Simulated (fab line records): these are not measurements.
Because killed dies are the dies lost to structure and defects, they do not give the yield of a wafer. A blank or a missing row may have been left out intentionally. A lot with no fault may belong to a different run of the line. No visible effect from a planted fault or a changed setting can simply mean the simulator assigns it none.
The tool behind it: which one? || flow nandHarc || 6 lots with 16 wafers sampled at 4 steps, on a route of 1302 steps

== WHAT THE GAUGES READ, wafer by wafer ==
NHARC_P_GATE_CD_MEAS_33.
{"lot": "L683", "measured": "day 5 16:38", "on": "cdSem-01", "cdNm (nm)": "116.9 115.1 117.9"}
{"lot": "L689", "measured": "day 8 05:53", "on": "cdSem-01", "cdNm (nm)": "120.5 120.4 120.3"}
{"lot": "L691", "measured": "day 8 21:39", "on": "cdSem-03", "cdNm (nm)": "123.0 121.0 124.1"}
{"lot": "L697", "measured": "day 11 02:23", "on": "cdSem-01", "cdNm (nm)": "107.1 107.5"}
{"lot": "L703", "measured": "day 13 22:52", "on": "cdSem-01", "cdNm (nm)": "119.8 122.6 119.9"}
{"lot": "L705", "measured": "day 14 12:15", "on": "cdSem-02", "cdNm (nm)": "119.1 125.6 117.7"}

== WHICH TOOL RAN EACH LOT (tool, then ch and the chambers of the sampled wafers, then the start) ==
{"lot": "L683", "NHARC_P_STI_CMP_21": "cmp-03 ch 0,3, day 4 08:31", "NHARC_P_GATE_ETCH_104": "rieDiel-05 ch 0,2,3, day 5 15:53", "NHARC_P_GATE_HM_OPEN_105": "rieDiel-05 ch 0,2, day 5 16:38 or earlier"}
{"lot": "L689", "NHARC_P_STI_CMP_21": "cmp-02 ch 1,2,3, day 6 18:44", "NHARC_P_GATE_ETCH_104": "rieDiel-07 ch 0,1,2, day 8 05:11", "NHARC_P_GATE_HM_OPEN_105": "rieDiel-07 ch 0,2,3, day 8 05:53 or earlier"}
{"lot": "L691", "NHARC_P_STI_CMP_21": "cmp-02 ch 1,2,3, day 7 14:32", "NHARC_P_GATE_ETCH_104": "rieDiel-07 ch 1,2,3, day 8 20:56", "NHARC_P_GATE_HM_OPEN_105": "rieDiel-07 ch 1,2,3, day 8 21:39 or earlier"}
{"lot": "L697", "NHARC_P_STI_CMP_21": "cmp-01 ch 1, day 9 16:55", "NHARC_P_GATE_ETCH_104": "rieDiel-07 ch 0, day 11 01:38", "NHARC_P_GATE_HM_OPEN_105": "rieDiel-07 ch 2, day 11 02:23 or earlier"}
{"lot": "L703", "NHARC_P_STI_CMP_21": "cmp-02 ch 1,2,3, day 12 10:07", "NHARC_P_GATE_ETCH_104": "rieDiel-12 ch 1,3, day 13 22:06", "NHARC_P_GATE_HM_OPEN_105": "rieDiel-12 ch 1,3, day 13 22:52 or earlier"}
{"lot": "L705", "NHARC_P_STI_CMP_21": "cmp-01 ch 2,3, day 13 02:14", "NHARC_P_GATE_ETCH_104": "rieDiel-05 ch 1,2,3, day 14 11:33", "NHARC_P_GATE_HM_OPEN_105": "rieDiel-05 ch 2,3, day 14 12:15 or earlier"}
- NHARC_P_STI_CMP_21: polishes, t overpolish 20 s, target thk 380.67 nm.
- NHARC_P_GATE_ETCH_104: etches the open film in CF4/CHF3, target depth 60 nm.
- NHARC_P_GATE_HM_OPEN_105: chemistry O2/COS, target depth 360 nm.

== THE ANSWER, worked out from the rows above alone ==
Rule: what is usual is taken from the lots themselves. The widest of any qualifying gaps counts: lots, ordered by their means at a reading, are off when they make up no more than a third of the lots, leave a main group of 4 or more, and stand apart from it by 3 or more times the standard deviation of that group's means. If all means in a main group match to the digits the tables above print for the reading, that group is not used. A lot without any number at a reading at which 4 lots or more have one is off too. Where the step has rows for the other lots, those lots are counted as sound.
Off, at NHARC_P_GATE_CD_MEAS_33 on cdNm: L697. Mean 120.3 nm and standard deviation 2 in the main group.
A tool fits if, at a process step before that reading, it ran every lot that is off, and no sound lot after the first of them. The gauges at NHARC_P_GATE_CD_MEAS_33 are tried like those tools. NHARC_P_GATE_HM_OPEN_105 gives no start for some lots, so the hours and the order of its lots are those of NHARC_P_GATE_CD_MEAS_33. One fits: rieDiel-07 at NHARC_P_GATE_ETCH_104 and NHARC_P_GATE_HM_OPEN_105. At NHARC_P_GATE_ETCH_104 its last sound lot is L691 (day 8 20:56), its first lot that is off L697 (day 11 01:38): a fault that began between those two fits.

== WHAT HAD BEEN PUT IN BY THE SIMULATOR ==
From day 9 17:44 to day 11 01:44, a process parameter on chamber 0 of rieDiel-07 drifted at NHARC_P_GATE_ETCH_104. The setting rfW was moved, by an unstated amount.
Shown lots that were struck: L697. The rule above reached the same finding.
